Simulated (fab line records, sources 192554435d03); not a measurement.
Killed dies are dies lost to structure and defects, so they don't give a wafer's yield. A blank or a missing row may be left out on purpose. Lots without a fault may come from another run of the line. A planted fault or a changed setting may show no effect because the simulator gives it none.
Chamber matching | flow n5_finfet | N5_BEOL_M0_ALD_136 on ald_metal-04: 4 sister chambers
The step deposits TaN, pulse time 2 s, purge time 3 s, co reactant purge time 2 s. 8 wafers are shown with their chamber, then 11 later ones without.

WAFERS WITH THEIR CHAMBER
wafer  | chamber | heater_power_w (W)
L076.6 | 3       | 398
L087.3 | 3       | 414
L087.4 | 1       | 418
L087.6 | 2       | 367
L090.3 | 2       | 375
L090.4 | 1       | 411
L090.6 | 0       | 374
L093.2 | 0       | 357

WAFERS WITHOUT THEIR CHAMBER
wafer  | heater_power_w (W)
L093.5 | 406
L093.6 | 364
L094.1 | 379
L094.4 | 368
L094.6 | 378
L095.1 | 398
L095.3 | 423
L095.4 | 377
L097.1 | 401
L097.2 | 364
L097.6 | 393

WHICH CHAMBER EACH WENT THROUGH
wafer  | from the rows above               | in truth
L093.5 | can't be placed: 3 or 1           | 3
L093.6 | can't be placed: 0 or 2           | 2
L094.1 | can't be placed: 2 or 0           | 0
L094.4 | can't be placed: 0 or 2           | 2
L094.6 | can't be placed: 2 or 0           | 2
L095.1 | can't be placed: 3 or 1           | 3
L095.3 | can't be placed: 1 or 3           | 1
L095.4 | can't be placed: 2 or 0           | 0
L097.1 | can't be placed: 3 or 1           | 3
L097.2 | can't be placed: 0 or 2           | 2
L097.6 | can't be placed: 3 or 1 or 2 or 0 | 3
Placed correctly: 0 of 11. Can't be placed from these rows: 11 (the true chamber is among the candidates in 11). Placed wrongly: 0.
How it was worked out, from the rows above alone: a wafer's distance from a chamber is the root of the sum, over the readings, of the square of ((its reading less the chamber's mean) divided by the reading's scatter). The wafer belongs to the nearest chamber; if the next one is less than 2 further off, it can't be placed. A chamber's mean is the mean of its shown wafers. The scatter: the root of (the sum of the squares of (reading less its chamber's mean) over the shown wafers, divided by (wafers less chambers)).
